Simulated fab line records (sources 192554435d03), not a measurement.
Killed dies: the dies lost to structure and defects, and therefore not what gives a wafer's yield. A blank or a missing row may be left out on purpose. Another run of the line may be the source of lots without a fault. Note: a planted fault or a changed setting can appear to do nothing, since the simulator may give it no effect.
Matching of chambers :: flow n5_finfet :: 4 sister chambers for N5_BEOL_M8_STRIP_19 on rie_diel-01
The step strips in O2. 4 wafers are shown with their chamber, then 12 later ones without.

== WAFERS WITH THEIR CHAMBER ==
wafer: L087.5
chamber: 3
drypump_motor_current_A (A): 6.3

wafer: L092.2
chamber: 1
drypump_motor_current_A (A): 5.1

wafer: L092.4
chamber: 0
drypump_motor_current_A (A): 5.7

wafer: L092.5
chamber: 2
drypump_motor_current_A (A): 5.3

== WAFERS WITHOUT THEIR CHAMBER ==
wafer: L094.2
drypump_motor_current_A (A): 5.1

wafer: L094.4
drypump_motor_current_A (A): 6.3

wafer: L094.5
drypump_motor_current_A (A): 6.3

wafer: L095.1
drypump_motor_current_A (A): 5.1

wafer: L095.3
drypump_motor_current_A (A): 5.3

wafer: L095.6
drypump_motor_current_A (A): 5.3

wafer: L096.2
drypump_motor_current_A (A): 5.1

wafer: L096.4
drypump_motor_current_A (A): 6.3

wafer: L096.6
drypump_motor_current_A (A): 6.3

wafer: L097.1
drypump_motor_current_A (A): 5.3

wafer: L097.2
drypump_motor_current_A (A): 5.8

wafer: L097.5
drypump_motor_current_A (A): 5.3

== WHICH CHAMBER EACH ONE RAN IN ==
wafer: L094.2
from the rows above: 1
in truth: 1

wafer: L094.4
from the rows above: 3
in truth: 3

wafer: L094.5
from the rows above: 3
in truth: 3

wafer: L095.1
from the rows above: 1
in truth: 1

wafer: L095.3
from the rows above: 2
in truth: 2

wafer: L095.6
from the rows above: 2
in truth: 2

wafer: L096.2
from the rows above: 1
in truth: 1

wafer: L096.4
from the rows above: 3
in truth: 3

wafer: L096.6
from the rows above: 3
in truth: 3

wafer: L097.1
from the rows above: 2
in truth: 2

wafer: L097.2
from the rows above: 0
in truth: 0

wafer: L097.5
from the rows above: 2
in truth: 2
Placed correctly: 12 of 12. Number that these rows cannot place: 0. Wrongly placed: 0.
How it was worked out, from the rows above alone: a wafer's distance from a chamber is the root of the sum, over the readings, of the square of ((its reading less the chamber's mean) divided by the reading's scatter). If the next closest chamber is less than 2 further off than the closest, the wafer can't be placed; otherwise it belongs to the closest. Each chamber's mean is taken over the wafers shown for it. The scatter: root of mean squared gap, hidden wafer to nearest shown wafer, with one shown wafer a chamber.
